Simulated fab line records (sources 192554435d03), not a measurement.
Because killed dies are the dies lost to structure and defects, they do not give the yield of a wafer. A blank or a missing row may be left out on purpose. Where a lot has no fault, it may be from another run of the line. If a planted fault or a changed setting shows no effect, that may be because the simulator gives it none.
Matching of chambers || flow n5 finfet || 4 sister chambers for N5_BEOL_M2_ALD_98 on ald sin-01
The step deposits SiO2, target thk 2.5 nm, pulse time 1 s, co reactant pulse time 1 s. 8 wafers are shown with their chamber, then 9 later ones without.

## WAFERS PAIRED WITH THEIR CHAMBERS
{"wafer": "L082.1", "chamber": 3, "heater power w (W)": 89, "precursor pulse height rel": 1.012}
{"wafer": "L083.6", "chamber": 0, "heater power w (W)": 75, "precursor pulse height rel": 1.028}
{"wafer": "L090.3", "chamber": 2, "heater power w (W)": 79, "precursor pulse height rel": 0.986}
{"wafer": "L090.4", "chamber": 1, "heater power w (W)": 70, "precursor pulse height rel": 1.010}
{"wafer": "L090.6", "chamber": 0, "heater power w (W)": 75, "precursor pulse height rel": 0.975}
{"wafer": "L091.1", "chamber": 3, "heater power w (W)": 86, "precursor pulse height rel": 0.994}
{"wafer": "L091.2", "chamber": 1, "heater power w (W)": 69, "precursor pulse height rel": 0.993}
{"wafer": "L091.3", "chamber": 2, "heater power w (W)": 78, "precursor pulse height rel": 1.010}

## WAFERS WHOSE CHAMBER IS MISSING
{"wafer": "L091.4", "heater power w (W)": 75, "precursor pulse height rel": 1.018}
{"wafer": "L091.5", "heater power w (W)": 78, "precursor pulse height rel": 0.994}
{"wafer": "L091.6", "heater power w (W)": 86, "precursor pulse height rel": 0.997}
{"wafer": "L092.2", "heater power w (W)": 78, "precursor pulse height rel": 0.998}
{"wafer": "L092.3", "heater power w (W)": 75, "precursor pulse height rel": 1.014}
{"wafer": "L092.4", "heater power w (W)": 70, "precursor pulse height rel": 0.997}
{"wafer": "L096.3", "heater power w (W)": 84, "precursor pulse height rel": 0.998}
{"wafer": "L096.5", "heater power w (W)": 77, "precursor pulse height rel": 0.954}
{"wafer": "L096.6", "heater power w (W)": 89, "precursor pulse height rel": 1.014}

## WHICH CHAMBER EACH WENT THROUGH
{"wafer": "L091.4", "from the rows above": 0, "in truth": 0}
{"wafer": "L091.5", "from the rows above": 2, "in truth": 2}
{"wafer": "L091.6", "from the rows above": 3, "in truth": 3}
{"wafer": "L092.2", "from the rows above": 2, "in truth": 2}
{"wafer": "L092.3", "from the rows above": 0, "in truth": 0}
{"wafer": "L092.4", "from the rows above": 1, "in truth": 1}
{"wafer": "L096.3", "from the rows above": "can't be placed: 3 or 2", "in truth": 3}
{"wafer": "L096.5", "from the rows above": "can't be placed: 2 or 0", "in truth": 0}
{"wafer": "L096.6", "from the rows above": 3, "in truth": 3}
7 of 9 placed correctly. From these rows, 2 cannot be placed; in 2 the true chamber is one of the candidates. 0 placed wrongly.
How it was worked out, from the rows above alone: a wafer's distance from a chamber is the root of the sum, over the readings, of the square of ((its reading less the chamber's mean) divided by the reading's scatter). If the next closest chamber is less than 2 further off than the closest, the wafer can't be placed; otherwise it belongs to the closest. For every chamber, the mean is computed from those of its wafers that are shown. The scatter is the square root of a quotient: the sum, over the shown wafers, of each reading's squared deviation from its chamber's mean, divided by wafers minus chambers.
